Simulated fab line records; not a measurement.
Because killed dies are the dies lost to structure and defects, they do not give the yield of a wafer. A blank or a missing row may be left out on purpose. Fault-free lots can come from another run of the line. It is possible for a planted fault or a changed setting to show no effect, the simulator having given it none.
fab line records	flow n5Finfet
record lots=7	wafers=39
route steps=1938 shown BEOL_M10@1512 BEOL_M15@1809
startH: start of the lot's first displayed wafer, in hours after the record's first day	waitH: how many hours have passed since the lot's step before this one	" repeats the value in the row above	L1.1+2: one row covering several wafers at once	- no value, or no start given	* or withheld: withheld	< > ~ a bound
route shown NAME@n: NAME is a module with steps in the file, n the number in the route of the first one	usual: average and standard deviation across the fault-free wafers	same: alike in all rows	chamber/n: place in a boat	sites: each site's reading	_std_site: the standard deviation of these	_edge_site: outer sites' mean less inner sites'	radiusMm: for every site, how far away it sits from the centre of the wafer	mask NAME#n: copy n	behind: the most recent tool/chamber to have shaped the wafer	hold: why the lot went on hold/how many hours it stayed there/how the hold came to an end	device: whichever transistor did not switch (one of n, p or np)	end of line: at the end of the route, the tests of the same wafers	where a step has no rows: the recipe by itself	killed: not the wafer's yield, but the dies lost to structure and defects at the first sort	map: dies across one wafer; x = killed, . = not, _ = none there
set.NAME: the setting that was run; set.NAME@STEP: the one run at that earlier step	model.NAME: the simulator's own value behind a step, which no gauge read
lots with deliberately changed settings; one table per step, one row per wafer
## steps
# step N5_BEOL_M10_TRENCH_ETCH_37
# recipe chemistry=C4F6/O2	targetDepthA=1488.3	target=SiCOH_lowk	timeS=48	ionEnergyEv=250	pressureMtorr=30	sourceW=345	biasW=185	Ar_flow_sccm=300	C4F6_flow_sccm=10	O2_flow_sccm=10
lot.wafer	tool	chamber	startH	waitH	set.targetDepthA	model.BEOL_M10.featureDepthNm	model.etch.depthNm	model.TiN_of_BEOL_M10_HM_DEP_02.thkNm
L075.1	rieDiel-03	2	-	-	1488.3	149.6	149.6	15.8
L075.2	"	1	"	"	1488.3	153.4	153.5	15.8
L075.3	"	0	"	"	1488.3	146.6	146.7	16
L075.4	"	3	"	"	1488.3	145	145.1	15.8
L075.5	"	2	"	"	1488.3	150	149.9	16
L075.6	"	3	"	"	1488.3	145	144.9	16
L080.1	rieDiel-03	1	-	-	1780	180.8	180.8	14.8
L080.2	"	3	"	"	1488.3	145.4	145.3	16
L080.3	"	0	"	"	1488.3	145.6	145.7	15.6
L080.4	"	1	"	"	1780	181.4	181.4	15
L080.5	"	3	"	"	1488.3	144.2	144.2	16
L080.6	"	0	"	"	1780	174.2	174.2	15
L081.1	rieDiel-03	0	-	-	863.4	85	84.91	17.6
L081.2	"	2	"	"	1488.3	149.2	149.2	15.8
L081.3	"	1	"	"	863.4	88.2	88.1	17.6
L081.4	"	3	"	"	863.4	83.4	83.5	17.4
L081.5	"	3	"	"	1488.3	143.6	143.6	16.2
L081.6	"	0	"	"	1488.3	145.6	145.6	16
L086.1	rieDiel-01	2	-	-	1488.3	152.6	152.5	15.6
L086.2	"	0	"	"	1777	179.8	179.9	15.2
L086.3	"	3	"	"	1488.3	150.2	150.2	16
L086.4	"	1	"	"	1488.3	150.8	150.8	16.2
L086.5	"	0	"	"	1777	180.6	180.7	14.8
L086.6	"	3	"	"	1777	180	179.9	15.4
L085.1	rieDiel-04	3	-	-	1488.3	147.6	147.6	15.4
L085.2	"	1	"	"	1488.3	151	151	15.4
L085.3	"	0	"	"	1488.3	149	149.1	15.6
L096.1	rieDiel-01	0	-	-	1122	113	113.1	16.6
L096.2	"	1	"	"	1122	115.4	115.5	16.6
L096.3	"	2	"	"	1122	113.8	113.7	16.6
L096.4	"	1	"	"	1488.3	153	153.1	15.8
L096.5	"	2	"	"	1488.3	151.4	151.5	15.8
L096.6	"	0	"	"	1488.3	149.4	149.4	15.8
L097.1	rieDiel-01	2	-	-	1488.3	152.4	152.4	16
L097.2	"	3	"	"	1488.3	151	150.9	16
L097.3	"	1	"	"	1488.3	151.4	151.4	16.2
L097.4	"	0	"	"	1488.3	152.4	152.3	16
L097.5	"	0	"	"	1488.3	151	151	16
L097.6	"	1	"	"	1488.3	151.2	151.2	16
# step N5_BEOL_M10_ETCH_41
# recipe chemistry=CH3F/O2	target=SiCN	targetDepthA=426	taperDeg=2	timeS=86	ionEnergyEv=120	maskMaterial=TiN	pressureMtorr=30	sourceW=395	biasW=75	Ar_flow_sccm=150	CH3F_flow_sccm=30	O2_flow_sccm=20
# step N5_BEOL_M10_STRIP_77
# recipe chemistry=N2/H2	timeS=10	powerW=450	tempC=40	pressureMtorr=20	rfFrequencyHz=6e+07	biasPowerW=7	n2FlowSccm=200	h2FlowSccm=200
# step N5_BEOL_M10_OCD_MEAS_38
# usual trenchDepthNm=149.0/2.9
lot.wafer	tool	chamber	startH	waitH	set.targetDepthA@BEOL_M10_TRENCH_ETCH_37	trenchDepthNm
L075.1	ocd-01	-	239.82	-	1488.3	150.0
L075.2	"	-	"	"	1488.3	153.2
L075.3	"	-	"	"	1488.3	146.6
L075.4	"	-	"	"	1488.3	145.1
L075.5	"	-	"	"	1488.3	150.1
L075.6	"	-	"	"	1488.3	144.4
L080.1	ocd-02	-	261.15	-	1780	180.9
L080.2	"	-	"	"	1488.3	145.3
L080.3	"	-	"	"	1488.3	145.6
L080.4	"	-	"	"	1780	181.3
L080.5	"	-	"	"	1488.3	144.1
L080.6	"	-	"	"	1780	174.5
L081.1	ocd-01	-	294.49	-	863.4	85.7
L081.2	"	-	"	"	1488.3	149.2
L081.3	"	-	"	"	863.4	88.0
L081.4	"	-	"	"	863.4	83.6
L081.5	"	-	"	"	1488.3	143.0
L081.6	"	-	"	"	1488.3	145.3
L086.1	ocd-01	-	331.74	-	1488.3	152.5
L086.2	"	-	"	"	1777	179.5
L086.3	"	-	"	"	1488.3	150.0
L086.4	"	-	"	"	1488.3	150.3
L086.5	"	-	"	"	1777	180.7
L086.6	"	-	"	"	1777	180.7
L085.1	ocd-02	-	331.91	-	1488.3	147.7
L085.2	"	-	"	"	1488.3	151.2
L085.3	"	-	"	"	1488.3	148.9
L096.1	ocd-02	-	395.92	-	1122	113.1
L096.2	"	-	"	"	1122	115.6
L096.3	"	-	"	"	1122	114.2
L096.4	"	-	"	"	1488.3	153.2
L096.5	"	-	"	"	1488.3	151.4
L096.6	"	-	"	"	1488.3	149.0
L097.1	ocd-02	-	417.24	-	1488.3	152.2
L097.2	"	-	"	"	1488.3	150.8
L097.3	"	-	"	"	1488.3	151.6
L097.4	"	-	"	"	1488.3	152.0
L097.5	"	-	"	"	1488.3	150.5
L097.6	"	-	"	"	1488.3	151.4
# step N5_BEOL_M10_HM_STRIP_39
# recipe chemistry=peroxideTinStrip	material=TiN	targetDepthA=250	tempC=50	timeS=158
# step N5_BEOL_M10_SRD_40
# recipe timeS=30	tempC=23	rinseLiquid=diw	dry=ipaMarangoni
# step N5_BEOL_M10_ECD_50
# recipe material=Cu	targetThkA=3180
# step N5_BEOL_M10_ANNEAL_51
# recipe tempC=225	timeS=90	ambient=N2
# step N5_BEOL_M10_CMP_52
# recipe stopOn=SiCOH_lowk	tOverpolishS=7	downForcePsi=1	platenRpm=50	clearingPlatenDownForcePsi=1.5	clearingPlatenRpm=50	postCmpClean=cuAlkaline	targetThkNm=140	clearingPlatenPadVelocityMS=0.99484	padVelocityMS=0.99484
lot.wafer	tool	chamber	startH	waitH	set.targetDepthA@BEOL_M10_TRENCH_ETCH_37	model.Cu_of_BEOL_M10_ECD_50.thkNm
L075.1	cmp-02	0	242.20	0.3	1488.3	142.4
L075.2	"	1	"	"	1488.3	145.6
L075.3+6	"	2,1	"	"	1488.3	137.6
L075.4	"	3	"	"	1488.3	136.6
L075.5	"	0	"	"	1488.3	142.6
L080.2	cmp-01	0	267.48	0.3	1488.3	137.2
L080.4	"	1	"	"	1780	173
L080.3	"	2	"	"	1488.3	136.8
L080.1	"	3	"	"	1780	171.2
L080.6	"	0	"	"	1780	165
L080.5	"	1	"	"	1488.3	135.6
L081.3	cmp-03	3	298.03	0.2	863.4	81.8
L081.1	"	0	"	"	863.4	77.6
L081.4	"	1	"	"	863.4	74.6
L081.2	"	2	"	"	1488.3	142.4
L081.5	"	3	"	"	1488.3	137.8
L081.6	"	0	"	"	1488.3	139
L086.4	cmp-03	3	333.74	0.1	1488.3	144.4
L086.2	"	0	"	"	1777	173.2
L086.3	"	1	"	"	1488.3	141.4
L086.1	"	2	"	"	1488.3	145.6
L086.6	"	3	"	"	1777	172.8
L086.5	"	0	"	"	1777	173.6
L085.1	cmp-03	0	334.37	0.3	1488.3	140.2
L085.3	"	1	"	"	1488.3	140.6
L085.2	"	2	"	"	1488.3	143.4
L096.2	cmp-03	0	399.95	0.2	1122	107
L096.3	"	1	"	"	1122	103.4
L096.1	"	2	"	"	1122	105.4
L096.4	"	3	"	"	1488.3	145.2
L096.6	"	0	"	"	1488.3	141.6
L096.5	"	1	"	"	1488.3	141.4
L097.3	cmp-02	3	420.90	0.2	1488.3	144
L097.4	"	0	"	"	1488.3	146.8
L097.1	"	1	"	"	1488.3	146.4
L097.2	"	2	"	"	1488.3	142.6
L097.6	"	3	"	"	1488.3	142.2
L097.5	"	0	"	"	1488.3	144.2
# step N5_BEOL_M10_THK_MEAS_53
# recipe thkMeasGauge=xrf	reads=Cu_of_BEOL_M10_ECD_50
# usual M10_THK=144/3.3
lot.wafer	tool	chamber	startH	waitH	set.targetDepthA@BEOL_M10_TRENCH_ETCH_37	M10_THK[nm]
L075.1	filmMetro-02	-	242.49	-	1488.3	145
L075.2	"	-	"	"	1488.3	148
L075.3	"	-	"	"	1488.3	140
L075.4	"	-	"	"	1488.3	138
L075.5	"	-	"	"	1488.3	144
L075.6	"	-	"	"	1488.3	139
L080.1	filmMetro-02	-	267.78	-	1780	178
L080.2	"	-	"	"	1488.3	143
L080.3	"	-	"	"	1488.3	142
L080.4	"	-	"	"	1780	180
L080.5	"	-	"	"	1488.3	140
L080.6	"	-	"	"	1780	170
L081.1	filmMetro-01	-	298.33	-	863.4	79
L081.2	"	-	"	"	1488.3	145
L081.3	"	-	"	"	863.4	83
L081.4	"	-	"	"	863.4	76
L081.5	"	-	"	"	1488.3	141
L081.6	"	-	"	"	1488.3	142
L086.1	filmMetro-02	-	334.03	-	1488.3	150
L086.2	"	-	"	"	1777	178
L086.3	"	-	"	"	1488.3	145
L086.4	"	-	"	"	1488.3	149
L086.5	"	-	"	"	1777	179
L086.6	"	-	"	"	1777	178
L085.1	filmMetro-02	-	334.66	-	1488.3	144
L085.2	"	-	"	"	1488.3	147
L085.3	"	-	"	"	1488.3	144
L096.1	filmMetro-01	-	400.24	-	1122	108
L096.2	"	-	"	"	1122	109
L096.3	"	-	"	"	1122	105
L096.4	"	-	"	"	1488.3	148
L096.5	"	-	"	"	1488.3	144
L096.6	"	-	"	"	1488.3	144
L097.1	filmMetro-01	-	421.20	-	1488.3	152
L097.2	"	-	"	"	1488.3	148
L097.3	"	-	"	"	1488.3	150
L097.4	"	-	"	"	1488.3	151
L097.5	"	-	"	"	1488.3	149
L097.6	"	-	"	"	1488.3	148
# step N5_BEOL_M10_PRE_CLEAN_55
# recipe gas=NH3	timeS=15	tempC=withheld	rfPowerW=300
# step N5_BEOL_M10_DEP_56
# recipe material=SiCN	targetThkA=150	tempC=withheld	precursor=3MS/NH3	pressureTorr=3	rfW=202	timeS=26.5
# step N5_BEOL_M10_RS_MEAS_57
# recipe thkMeasGauge=four-point-probe	reads=Cu_of_BEOL_M10_ECD_50+Co_of_BEOL_M10_CVD_75+TaN_of_BEOL_M10_ALD_74
# usual M10_RS=0.150/0.0036
lot.wafer	tool	chamber	startH	waitH	set.targetDepthA@BEOL_M10_TRENCH_ETCH_37	M10_RS[ohm/sq]
L075.1	filmMetro-02	-	242.63	0.1	1488.3	0.148
L075.2	"	-	"	"	1488.3	0.144
L075.3	"	-	"	"	1488.3	0.154
L075.4	"	-	"	"	1488.3	0.155
L075.5	"	-	"	"	1488.3	0.148
L075.6	"	-	"	"	1488.3	0.154
L080.1	filmMetro-02	-	267.91	0.1	1780	0.121
L080.2	"	-	"	"	1488.3	0.154
L080.3	"	-	"	"	1488.3	0.154
L080.4	"	-	"	"	1780	0.120
L080.5	"	-	"	"	1488.3	0.156
L080.6	"	-	"	"	1780	0.126
L081.1	filmMetro-01	-	298.46	0.1	863.4	0.295
L081.2	"	-	"	"	1488.3	0.148
L081.3	"	-	"	"	863.4	0.278
L081.4	"	-	"	"	863.4	0.310
L081.5	"	-	"	"	1488.3	0.154
L081.6	"	-	"	"	1488.3	0.153
L086.1	filmMetro-02	-	334.17	0.1	1488.3	0.144
L086.2	"	-	"	"	1777	0.119
L086.3	"	-	"	"	1488.3	0.149
L086.4	"	-	"	"	1488.3	0.146
L086.5	"	-	"	"	1777	0.119
L086.6	"	-	"	"	1777	0.119
L085.1	filmMetro-02	-	334.80	0.1	1488.3	0.150
L085.2	"	-	"	"	1488.3	0.147
L085.3	"	-	"	"	1488.3	0.150
L096.1	filmMetro-01	-	400.38	0.1	1122	0.208
L096.2	"	-	"	"	1122	0.204
L096.3	"	-	"	"	1122	0.212
L096.4	"	-	"	"	1488.3	0.145
L096.5	"	-	"	"	1488.3	0.149
L096.6	"	-	"	"	1488.3	0.149
L097.1	filmMetro-01	-	421.33	0.1	1488.3	0.144
L097.2	"	-	"	"	1488.3	0.148
L097.3	"	-	"	"	1488.3	0.147
L097.4	"	-	"	"	1488.3	0.143
L097.5	"	-	"	"	1488.3	0.146
L097.6	"	-	"	"	1488.3	0.148
# step N5_BEOL_M15_TRENCH_ETCH_34
# recipe chemistry=C4F8/O2/Ar	target=SiO2	targetDepthA=8729.3	heInnerTorr=15	heOuterTorr=30	timeS=199	ionEnergyEv=800	pressureMtorr=20	sourceW=1905	biasW=2040	Ar_flow_sccm=400	C4F8_flow_sccm=16	O2_flow_sccm=12
lot.wafer	tool	chamber	startH	waitH	set.targetDepthA	model.etch.depthNm	model.coat_of_BEOL_M15_COAT_22.thkNm
L075.1	rieDiel-05	0	271.91	0.0	10590	1073	508.4
L075.2	"	2	"	"	8729.3	882.5	540.4
L075.3	"	3	"	"	10590	1063	506.8
L075.4	"	1	"	"	8729.3	875.2	544.6
L075.5	"	1	"	"	10590	1061	506.6
L075.6	"	2	"	"	8729.3	884.4	539
L080.1	rieDiel-06	2	299.35	0.0	5678	563.6	610.8
L080.2	"	0	"	"	5678	567.5	605.4
L080.3	"	3	"	"	8729.3	848.1	549.6
L080.4	"	0	"	"	8729.3	868.4	543.4
L080.5	"	2	"	"	5678	562.5	609.6
L080.6	"	3	"	"	8729.3	835.5	555.8
L081.1	rieDiel-02	2	326.97	0.0	13950	1418	431
L081.2	"	3	"	"	8729.3	907.6	533.2
L081.3	"	0	"	"	13950	1370	446
L081.4	"	1	"	"	8729.3	857.6	546.6
L081.5	"	1	"	"	8729.3	857.9	546.2
L081.6	"	2	"	"	13950	1410	431.4
L086.1	rieDiel-05	3	360.61	0.0	7294	720.5	571.8
L086.2	"	2	"	"	7294	733	563.8
L086.3	"	0	"	"	8729.3	868.8	542.6
L086.4	"	1	"	"	8729.3	900.4	528.2
L086.5	"	2	"	"	8729.3	874.6	537.4
L086.6	"	1	"	"	7294	741.9	562.4
L085.1	rieDiel-02	0	366.86	0.0	8729.3	840.4	552.8
L085.2	"	1	"	"	8729.3	840.8	550.2
L085.3	"	2	"	"	8729.3	876.5	538
L096.1	rieDiel-06	2	427.98	0.0	8729.3	853	549.2
L096.2	"	1	"	"	8729.3	890.4	540
L096.3	"	0	"	"	8729.3	868.8	544.4
L096.4	"	1	"	"	8729.3	894.4	538.6
L096.5	"	0	"	"	8729.3	874.3	543
L096.6	"	2	"	"	8729.3	852.2	551.4
L097.1	rieDiel-05	1	445.27	0.0	13290	1350	444.6
L097.2	"	3	"	"	8729.3	864.2	547.8
L097.3	"	2	"	"	13290	1341	451.4
L097.4	"	0	"	"	8729.3	881.7	546.2
L097.5	"	3	"	"	13290	1335	452.6
L097.6	"	0	"	"	8729.3	873.3	548.2
# step N5_BEOL_M15_STRIP_36
# recipe chemistry=O2	powerW=600	tempC=60	pressureMtorr=30	rfFrequencyHz=6e+07	biasPowerW=0	overashFraction=0.3	o2FlowSccm=225
# step N5_BEOL_M15_ECD_47
# recipe material=Cu	targetThkA=18600
# step N5_BEOL_M15_ANNEAL_48
# recipe tempC=225	timeS=90	ambient=N2
# step N5_BEOL_M15_CMP_49
# recipe stopOn=SiO2	tOverpolishS=4.9	downForcePsi=2	platenRpm=80	clearingPlatenDownForcePsi=2	clearingPlatenRpm=80	postCmpClean=cuAlkaline	targetThkNm=850	clearingPlatenPadVelocityMS=1.5917	padVelocityMS=1.5917
lot.wafer	tool	chamber	startH	waitH	set.targetDepthA@BEOL_M15_TRENCH_ETCH_34	model.Cu_of_BEOL_M15_ECD_47.thkNm
L075.4	cmp-02	2	276.56	0.1	8729.3	852
L075.3	"	3	"	"	10590	1037
L075.2	"	0	"	"	8729.3	860
L075.1	"	1	"	"	10590	1049
L075.6	"	2	"	"	8729.3	859.8
L075.5	"	3	"	"	10590	1036
L080.3	cmp-01	1	302.38	0.2	8729.3	823.6
L080.2	"	2	"	"	5678	545.8
L080.4	"	3	"	"	8729.3	842.4
L080.1	"	0	"	"	5678	539.8
L080.5	"	1	"	"	5678	538.4
L080.6	"	2	"	"	8729.3	811.4
L081.2	cmp-01	0	330.44	0.2	8729.3	884.2
L081.4+5	"	1	"	"	8729.3	834.4
L081.1	"	2	"	"	13950	1395
L081.3	"	3	"	"	13950	1344
L081.6	"	0	"	"	13950	1386
L086.4	cmp-02	3	363.32	0.1	8729.3	877.6
L086.1	"	0	"	"	7294	699.2
L086.2	"	1	"	"	7294	710.2
L086.3	"	2	"	"	8729.3	846.4
L086.6	"	3	"	"	7294	717.8
L086.5	"	0	"	"	8729.3	852.6
L085.3	cmp-04	2	373.70	0.2	8729.3	852.4
L085.1	"	3	"	"	8729.3	816.6
L085.2	"	0	"	"	8729.3	817.8
L096.3	cmp-01	2	431.58	0.2	8729.3	846.6
L096.2	"	3	"	"	8729.3	867.4
L096.1	"	0	"	"	8729.3	831.8
L096.4	"	1	"	"	8729.3	872.8
L096.6	"	2	"	"	8729.3	831
L096.5	"	3	"	"	8729.3	850.4
L097.4	cmp-02	1	450.33	0.2	8729.3	858.4
L097.3	"	2	"	"	13290	1317
L097.1	"	3	"	"	13290	1327
L097.2	"	0	"	"	8729.3	844
L097.5	"	1	"	"	13290	1313
L097.6	"	2	"	"	8729.3	850.8
# step N5_BEOL_M15_THK_MEAS_50
# recipe thkMeasGauge=xrf	reads=Cu_of_BEOL_M15_ECD_47
# usual M15_THK=858/19
lot.wafer	tool	chamber	startH	waitH	set.targetDepthA@BEOL_M15_TRENCH_ETCH_34	M15_THK[nm]
L075.1	filmMetro-01	-	276.86	-	10590	1061
L075.2	"	-	"	"	8729.3	870
L075.3	"	-	"	"	10590	1049
L075.4	"	-	"	"	8729.3	863
L075.5	"	-	"	"	10590	1049
L075.6	"	-	"	"	8729.3	866
L080.1	filmMetro-01	-	302.67	-	5678	542
L080.2	"	-	"	"	5678	548
L080.3	"	-	"	"	8729.3	832
L080.4	"	-	"	"	8729.3	849
L080.5	"	-	"	"	5678	541
L080.6	"	-	"	"	8729.3	821
L081.1	filmMetro-01	-	330.74	-	13950	1429
L081.2	"	-	"	"	8729.3	897
L081.3	"	-	"	"	13950	1363
L081.4	"	-	"	"	8729.3	846
L081.5	"	-	"	"	8729.3	849
L081.6	"	-	"	"	13950	1402
L086.1	filmMetro-02	-	363.62	-	7294	707
L086.2	"	-	"	"	7294	719
L086.3	"	-	"	"	8729.3	858
L086.4	"	-	"	"	8729.3	887
L086.5	"	-	"	"	8729.3	863
L086.6	"	-	"	"	7294	728
L085.1	filmMetro-01	-	373.96	-	8729.3	833
L085.2	"	-	"	"	8729.3	832
L085.3	"	-	"	"	8729.3	866
L096.1	filmMetro-02	-	431.88	-	8729.3	838
L096.2	"	-	"	"	8729.3	876
L096.3	"	-	"	"	8729.3	852
L096.4	"	-	"	"	8729.3	882
L096.5	"	-	"	"	8729.3	863
L096.6	"	-	"	"	8729.3	838
L097.1	filmMetro-02	-	450.62	-	13290	1350
L097.2	"	-	"	"	8729.3	856
L097.3	"	-	"	"	13290	1332
L097.4	"	-	"	"	8729.3	873
L097.5	"	-	"	"	13290	1335
L097.6	"	-	"	"	8729.3	865
# step N5_BEOL_M15_PRE_CLEAN_52
# recipe gas=NH3	timeS=15	tempC=withheld	rfPowerW=300
# step N5_BEOL_M15_DEP_53
# recipe material=SiCN	targetThkA=500	tempC=withheld	precursor=3MS/NH3	pressureTorr=3	rfW=675	timeS=17.8
# step N5_BEOL_M15_RS_MEAS_54
# recipe thkMeasGauge=four-point-probe	reads=Cu_of_BEOL_M15_ECD_47+Ta_of_BEOL_M15_SPUTTER_44+TaN_of_BEOL_M15_SPUTTER_43
# usual M15_RS=0.0217/0.00043
lot.wafer	tool	chamber	startH	waitH	set.targetDepthA@BEOL_M15_TRENCH_ETCH_34	M15_RS[ohm/sq]
L075.1	filmMetro-01	-	276.99	0.0	10590	0.0175
L075.2	"	-	"	"	8729.3	0.0214
L075.3	"	-	"	"	10590	0.0177
L075.4	"	-	"	"	8729.3	0.0215
L075.5	"	-	"	"	10590	0.0177
L075.6	"	-	"	"	8729.3	0.0214
L080.1	filmMetro-02	-	302.80	0.0	5678	0.0343
L080.2	"	-	"	"	5678	0.0339
L080.3	"	-	"	"	8729.3	0.0222
L080.4	"	-	"	"	8729.3	0.0217
L080.5	"	-	"	"	5678	0.0343
L080.6	"	-	"	"	8729.3	0.0226
L081.1	filmMetro-02	-	330.87	0.0	13950	0.0130
L081.2	"	-	"	"	8729.3	0.0207
L081.3	"	-	"	"	13950	0.0135
L081.4	"	-	"	"	8729.3	0.0219
L081.5	"	-	"	"	8729.3	0.0219
L081.6	"	-	"	"	13950	0.0131
L086.1	filmMetro-01	-	363.74	0.0	7294	0.0264
L086.2	"	-	"	"	7294	0.0260
L086.3	"	-	"	"	8729.3	0.0217
L086.4	"	-	"	"	8729.3	0.0208
L086.5	"	-	"	"	8729.3	0.0215
L086.6	"	-	"	"	7294	0.0257
L085.1	filmMetro-02	-	374.09	0.0	8729.3	0.0224
L085.2	"	-	"	"	8729.3	0.0224
L085.3	"	-	"	"	8729.3	0.0215
L096.1	filmMetro-01	-	432.01	0.0	8729.3	0.0221
L096.2	"	-	"	"	8729.3	0.0212
L096.3	"	-	"	"	8729.3	0.0217
L096.4	"	-	"	"	8729.3	0.0210
L096.5	"	-	"	"	8729.3	0.0216
L096.6	"	-	"	"	8729.3	0.0221
L097.1	filmMetro-01	-	450.75	0.0	13290	0.0138
L097.2	"	-	"	"	8729.3	0.0218
L097.3	"	-	"	"	13290	0.0138
L097.4	"	-	"	"	8729.3	0.0214
L097.5	"	-	"	"	13290	0.0140
L097.6	"	-	"	"	8729.3	0.0216
## key
split step=N5_BEOL_M10_TRENCH_ETCH_37	setting=targetDepthA	stated=1488.3	by=wafer
response step=N5_BEOL_M10_TRENCH_ETCH_37	reading=model.BEOL_M10.featureDepthNm	change=+1.5	per=1%	r=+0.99
response step=N5_BEOL_M10_TRENCH_ETCH_37	reading=model.etch.depthNm	change=+1.5	per=1%	r=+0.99
response step=N5_BEOL_M10_TRENCH_ETCH_37	reading=model.TiN_of_BEOL_M10_HM_DEP_02.thkNm	change=-0.0377	per=1%	r=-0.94
response step=N5_BEOL_M10_OCD_MEAS_38	reading=trenchDepthNm	change=+1.49	per=1%	r=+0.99
response step=N5_BEOL_M10_CMP_52	reading=model.Cu_of_BEOL_M10_ECD_50.thkNm	change=+1.51	per=1%	r=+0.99
response step=N5_BEOL_M10_THK_MEAS_53	reading=M10_THK	change=+1.55	per=1%	r=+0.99
response step=N5_BEOL_M10_RS_MEAS_57	reading=M10_RS	change=-0.00276	per=1%	r=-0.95
split step=N5_BEOL_M15_TRENCH_ETCH_34	setting=targetDepthA	stated=8729.3	by=wafer
response step=N5_BEOL_M15_TRENCH_ETCH_34	reading=model.etch.depthNm	change=+8.76	per=1%	r=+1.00
response step=N5_BEOL_M15_TRENCH_ETCH_34	reading=model.coat_of_BEOL_M15_COAT_22.thkNm	change=-1.78	per=1%	r=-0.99
response step=N5_BEOL_M15_CMP_49	reading=model.Cu_of_BEOL_M15_ECD_47.thkNm	change=+8.74	per=1%	r=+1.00
response step=N5_BEOL_M15_THK_MEAS_50	reading=M15_THK	change=+8.89	per=1%	r=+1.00
response step=N5_BEOL_M15_RS_MEAS_54	reading=M15_RS	shape=bent	atLowest=0.0341	atStated=0.0217	atHighest=0.0132
